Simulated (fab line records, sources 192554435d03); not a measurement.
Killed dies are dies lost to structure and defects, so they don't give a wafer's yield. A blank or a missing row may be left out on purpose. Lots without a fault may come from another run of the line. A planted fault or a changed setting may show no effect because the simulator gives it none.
Chamber matching | flow n5_finfet | N5_FIN_CUT_DESCUM_13 on rie_diel-06: 4 sister chambers
The step chemistry O2, time 7 s. 4 wafers are shown with their chamber, then 12 later ones without.

WAFERS WITH THEIR CHAMBER
wafer  | chamber | showerhead_plenum_p_Torr (Torr)
L078.5 | 3       | 2.03
L087.1 | 0       | 2.15
L087.5 | 2       | 1.97
L087.6 | 1       | 2.19

WAFERS WITHOUT THEIR CHAMBER
wafer  | showerhead_plenum_p_Torr (Torr)
L091.3 | 2.14
L091.4 | 2.02
L091.5 | 2.19
L092.2 | 1.97
L092.4 | 2.02
L092.5 | 2.19
L093.3 | 2.02
L093.5 | 2.14
L093.6 | 2.19
L097.3 | 2.18
L097.5 | 1.97
L097.6 | 2.18

WHICH CHAMBER EACH WENT THROUGH
wafer  | from the rows above | in truth
L091.3 | 0                   | 0
L091.4 | 3                   | 3
L091.5 | 1                   | 1
L092.2 | 2                   | 2
L092.4 | 3                   | 3
L092.5 | 1                   | 1
L093.3 | 3                   | 3
L093.5 | 0                   | 0
L093.6 | 1                   | 1
L097.3 | 1                   | 1
L097.5 | 2                   | 2
L097.6 | 1                   | 1
Placed correctly: 12 of 12. Can't be placed from these rows: 0. Placed wrongly: 0.
How it was worked out, from the rows above alone: a wafer's distance from a chamber is the root of the sum, over the readings, of the square of ((its reading less the chamber's mean) divided by the reading's scatter). The wafer belongs to the nearest chamber; if the next one is less than 2 further off, it can't be placed. A chamber's mean is the mean of its shown wafers. The scatter: with one shown wafer a chamber, the root of the mean of the squares of how far each hidden wafer lies from its nearest shown one.
